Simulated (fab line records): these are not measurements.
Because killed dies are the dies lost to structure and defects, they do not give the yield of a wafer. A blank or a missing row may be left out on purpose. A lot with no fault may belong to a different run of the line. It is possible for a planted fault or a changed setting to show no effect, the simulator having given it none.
Split-lot study || flow n5Finfet || route with 1938 steps; 7 lots, 21 wafers read

== THE SPLIT ITSELF ==
At N5_BEOL_M3_COAT_67 (time 60 s, resist thk 60 nm), the setting spinRpm was moved away from the recipe's 1500 rpm on 9 of the 21 wafers read, by -9.3% to +11.2%. This setting was run at the recipe's value on the other wafers.

== FROM THE SPLIT TO THE READING: what the file shows between them, 9 steps ==
- N5_BEOL_M3_EXPOSE_25: exposes mask V2, defocus 5 nm (also split here: doseMj)
- N5_BEOL_M3_PEB_26: peb time 60 s
- N5_BEOL_M3_DEVELOP_27: develop time 30 s
- N5_BEOL_M3_CD_MEAS_28: target cd 25.7 nm, target cd y 23.3 nm
- N5_BEOL_M3_ALD_98: deposits SiO2, target thk 2.5 nm, pulse time 1 s, co reactant pulse time 1 s
- N5_BEOL_M3_ETCHBACK_99: etches SiO2 in CHF3, target depth 5 nm, time 10.4 s
- N5_BEOL_M3_ETCH_70: etches SOC in N2/H2, target depth 80 nm, overetch 16 nm, time 120 s
- N5_BEOL_M3_STRIP_71: strips in N2/H2
- N5_BEOL_M3_STRIP_78: strips in N2/H2

== THE READING ==
SOC_of_BEOL_M3_COAT_67.thkNm (the simulator's own value, which no gauge read), in nm, at N5_BEOL_M3_VIA_ETCH_34 (etches the open film in C4F6/O2, target depth 69.4 nm, time 65.9 s). The file gives no usual value for it. Across the 12 wafers here that went through the recipe, the average is 51.9 nm and the standard deviation 0.21 nm.

{"wafer": "L077.2", "tool, chamber at the split": "lithoTrack-04, 0", "spinRpm as run, rpm": 1500, "against the recipe": "recipe", "SOC_of_BEOL_M3_COAT_67.thkNm, nm": 51.8, "against lot-mates on the recipe": "-"}
{"wafer": "L077.4", "tool, chamber at the split": "lithoTrack-04, 0", "spinRpm as run, rpm": 1500, "against the recipe": "recipe", "SOC_of_BEOL_M3_COAT_67.thkNm, nm": 52.2, "against lot-mates on the recipe": "-"}
{"wafer": "L077.6", "tool, chamber at the split": "lithoTrack-04, 0", "spinRpm as run, rpm": 1500, "against the recipe": "recipe", "SOC_of_BEOL_M3_COAT_67.thkNm, nm": 52, "against lot-mates on the recipe": "-"}
{"wafer": "L081.1", "tool, chamber at the split": "lithoTrack-05, 0", "spinRpm as run, rpm": 1360, "against the recipe": "-9.3%", "SOC_of_BEOL_M3_COAT_67.thkNm, nm": 55, "against lot-mates on the recipe": "+3.2"}
{"wafer": "L081.2", "tool, chamber at the split": "lithoTrack-05, 0", "spinRpm as run, rpm": 1500, "against the recipe": "recipe", "SOC_of_BEOL_M3_COAT_67.thkNm, nm": 51.8, "against lot-mates on the recipe": "-"}
{"wafer": "L081.3", "tool, chamber at the split": "lithoTrack-05, 0", "spinRpm as run, rpm": 1360, "against the recipe": "-9.3%", "SOC_of_BEOL_M3_COAT_67.thkNm, nm": 55.2, "against lot-mates on the recipe": "+3.4"}
{"wafer": "L087.1", "tool, chamber at the split": "lithoTrack-04, 0", "spinRpm as run, rpm": 1668, "against the recipe": "+11.2%", "SOC_of_BEOL_M3_COAT_67.thkNm, nm": 48.6, "against lot-mates on the recipe": -3.0}
{"wafer": "L087.3", "tool, chamber at the split": "lithoTrack-04, 0", "spinRpm as run, rpm": 1668, "against the recipe": "+11.2%", "SOC_of_BEOL_M3_COAT_67.thkNm, nm": 48.6, "against lot-mates on the recipe": -3.0}
{"wafer": "L087.6", "tool, chamber at the split": "lithoTrack-04, 0", "spinRpm as run, rpm": 1500, "against the recipe": "recipe", "SOC_of_BEOL_M3_COAT_67.thkNm, nm": 51.6, "against lot-mates on the recipe": "-"}
{"wafer": "L088.3", "tool, chamber at the split": "lithoTrack-02, 0", "spinRpm as run, rpm": 1500, "against the recipe": "recipe", "SOC_of_BEOL_M3_COAT_67.thkNm, nm": 51.8, "against lot-mates on the recipe": "-"}
{"wafer": "L088.4", "tool, chamber at the split": "lithoTrack-02, 0", "spinRpm as run, rpm": 1500, "against the recipe": "recipe", "SOC_of_BEOL_M3_COAT_67.thkNm, nm": 51.8, "against lot-mates on the recipe": "-"}
{"wafer": "L088.5", "tool, chamber at the split": "lithoTrack-02, 0", "spinRpm as run, rpm": 1500, "against the recipe": "recipe", "SOC_of_BEOL_M3_COAT_67.thkNm, nm": 51.8, "against lot-mates on the recipe": "-"}
{"wafer": "L089.2", "tool, chamber at the split": "lithoTrack-05, 0", "spinRpm as run, rpm": 1500, "against the recipe": "recipe", "SOC_of_BEOL_M3_COAT_67.thkNm, nm": 52.4, "against lot-mates on the recipe": "-"}
{"wafer": "L089.3", "tool, chamber at the split": "lithoTrack-05, 0", "spinRpm as run, rpm": 1406, "against the recipe": "-6.3%", "SOC_of_BEOL_M3_COAT_67.thkNm, nm": 54.2, "against lot-mates on the recipe": "+1.8"}
{"wafer": "L089.4", "tool, chamber at the split": "lithoTrack-05, 0", "spinRpm as run, rpm": 1406, "against the recipe": "-6.3%", "SOC_of_BEOL_M3_COAT_67.thkNm, nm": 54, "against lot-mates on the recipe": "+1.6"}
{"wafer": "L094.2", "tool, chamber at the split": "lithoTrack-02, 0", "spinRpm as run, rpm": 1500, "against the recipe": "recipe", "SOC_of_BEOL_M3_COAT_67.thkNm, nm": 51.8, "against lot-mates on the recipe": "-"}
{"wafer": "L094.5", "tool, chamber at the split": "lithoTrack-02, 0", "spinRpm as run, rpm": 1500, "against the recipe": "recipe", "SOC_of_BEOL_M3_COAT_67.thkNm, nm": 52, "against lot-mates on the recipe": "-"}
{"wafer": "L094.6", "tool, chamber at the split": "lithoTrack-02, 0", "spinRpm as run, rpm": 1391, "against the recipe": "-7.3%", "SOC_of_BEOL_M3_COAT_67.thkNm, nm": 54.4, "against lot-mates on the recipe": "+2.5"}
{"wafer": "L097.1", "tool, chamber at the split": "lithoTrack-02, 0", "spinRpm as run, rpm": 1500, "against the recipe": "recipe", "SOC_of_BEOL_M3_COAT_67.thkNm, nm": 52, "against lot-mates on the recipe": "-"}
{"wafer": "L097.2", "tool, chamber at the split": "lithoTrack-02, 0", "spinRpm as run, rpm": 1593, "against the recipe": "+6.2%", "SOC_of_BEOL_M3_COAT_67.thkNm, nm": 50.2, "against lot-mates on the recipe": -1.8}
{"wafer": "L097.3", "tool, chamber at the split": "lithoTrack-02, 0", "spinRpm as run, rpm": 1593, "against the recipe": "+6.2%", "SOC_of_BEOL_M3_COAT_67.thkNm, nm": 50, "against lot-mates on the recipe": -2.0}

FIT RESULTS
A straight line over all 21 wafers: SOC_of_BEOL_M3_COAT_67.thkNm changes by -0.318 nm for each +1% of spinRpm; r = -0.99; the points scatter about the line by 0.2 nm.
The same after taking each lot's own level away (the mean of its wafers on the recipe; 21 wafers): -0.302 nm for each +1%; r = -0.99; scatter 0.23 nm.
According to that fit, moving spinRpm by its largest amount changes the reading by 3.4 nm.
Across the lots, their own levels run from 51.60 to 52.40 nm, a range of 3.9 times the standard deviation given above.
So the lot-to-lot level changes the slope little: the two slopes agree.
Check: for one of the wafers moved furthest among these (+11.2%), held out of the fit, the line's prediction against its lot-mates is -3.42 nm. Against them it came out at -3 nm.

== THE OTHER SPLITS THESE WAFERS WENT THROUGH ==
Before the reading, these wafers also passed through other splits. Each is held against what the fit with the lots' levels taken away leaves over:
{"other split on the same wafers": "N5_BEOL_M1_COAT_05 spinRpm", "wafers away from the commonest value": 8, "r with SOC_of_BEOL_M3_COAT_67.thkNm (lot level and that fit taken away)": "+0.00"}
{"other split on the same wafers": "N5_BEOL_M3_EXPOSE_25 doseMj", "wafers away from the commonest value": 5, "r with SOC_of_BEOL_M3_COAT_67.thkNm (lot level and that fit taken away)": -0.29}

== THE WHOLE CHAIN: every reading that the file lists as answering this split, in the file's order ==
{"step": "N5_BEOL_M3_COAT_67", "what it does": "time 60 s, resist thk 60 nm", "reading": "SOC_of_BEOL_M3_COAT_67.thkNm (the simulator's own value, which no gauge read)", "change (the file's fit)": "-0.298 nm for each +1% of the setting", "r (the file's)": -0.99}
{"step": "N5_BEOL_M3_ETCH_70", "what it does": "etches SOC in N2/H2, target depth 80 nm, overetch 16 nm, time 120 s", "reading": "etch.depthNm (the simulator's own value, which no gauge read)", "change (the file's fit)": "-0.306 nm for each +1% of the setting", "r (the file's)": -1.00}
{"step": "N5_BEOL_M3_VIA_ETCH_34", "what it does": "etches the open film in C4F6/O2, target depth 69.4 nm, time 65.9 s", "reading": "SOC_of_BEOL_M3_COAT_67.thkNm (the simulator's own value, which no gauge read)", "change (the file's fit)": "-0.306 nm for each +1% of the setting", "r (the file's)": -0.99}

== FILE'S OWN FIT ==
SOC_of_BEOL_M3_COAT_67.thkNm changes by -0.306 nm for each +1% of spinRpm, r = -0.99.
